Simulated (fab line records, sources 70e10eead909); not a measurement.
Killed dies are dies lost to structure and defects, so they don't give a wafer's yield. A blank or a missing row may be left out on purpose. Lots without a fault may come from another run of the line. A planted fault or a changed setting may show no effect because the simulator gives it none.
Which tool did it? | flow nand_harc | 6 lots, 18 wafers sampled, at 2 steps of a route of 1159

WHAT THE GAUGES READ, wafer by wafer
NHARC_A_CHANNEL_HOLE_D1_CD_MEAS_30.
lot  | measured     | on        | cd_nm (nm)
L270 | day 9 01:31  | cd_sem-02 | 91.8 89.9 90.4
L275 | day 10 11:16 | cd_sem-03 | 92.0 88.3 90.8
L279 | day 11 02:19 | cd_sem-03 | 88.3 88.6 90.2
L286 | day 12 22:11 | cd_sem-03 | 90.2 90.0 90.4
L287 | day 13 10:40 | cd_sem-03 | 91.3 86.4 91.2
L289 | day 14 05:16 | cd_sem-02 | 89.7 89.0 91.4

WHICH TOOL RAN EACH LOT (tool, then ch and the chambers of the sampled wafers, then the start)
lot  | NHARC_A_CHANNEL_HOLE_D1_ETCH_24
L270 | har_etch-01 ch 1, day 8 22:16
L275 | har_etch-01 ch 0,1, day 10 08:01
L279 | har_etch-01 ch 0,1, day 10 22:55
L286 | har_etch-02 ch 0,1, day 12 19:03
L287 | har_etch-01 ch 0,1, day 13 07:24
L289 | har_etch-02 ch 0,1, day 14 02:00
- NHARC_A_CHANNEL_HOLE_D1_ETCH_24: etches the open film in C4F8/O2/Ar, time 906.2 s, target depth 1500 nm.

THE ANSWER, worked out from the rows above alone
Rule: what is usual is taken from the lots themselves. Put in order of their means at a reading, lots are off if they are a third of the lots or fewer, leave a main group of 4 or more, and stand apart from it by a gap of 3 or more times the standard deviation of the main group's means; of several such gaps the widest counts. A main group whose means are all the same, to the digits that the tables above print for the reading, isn't used. A lot without any number at a reading at which 4 lots or more have one is off too. The other lots that the step has rows for count as sound.
No lot is off at any reading shown: from this, nothing can be told.

WHAT THE SIMULATOR HAD PUT IN
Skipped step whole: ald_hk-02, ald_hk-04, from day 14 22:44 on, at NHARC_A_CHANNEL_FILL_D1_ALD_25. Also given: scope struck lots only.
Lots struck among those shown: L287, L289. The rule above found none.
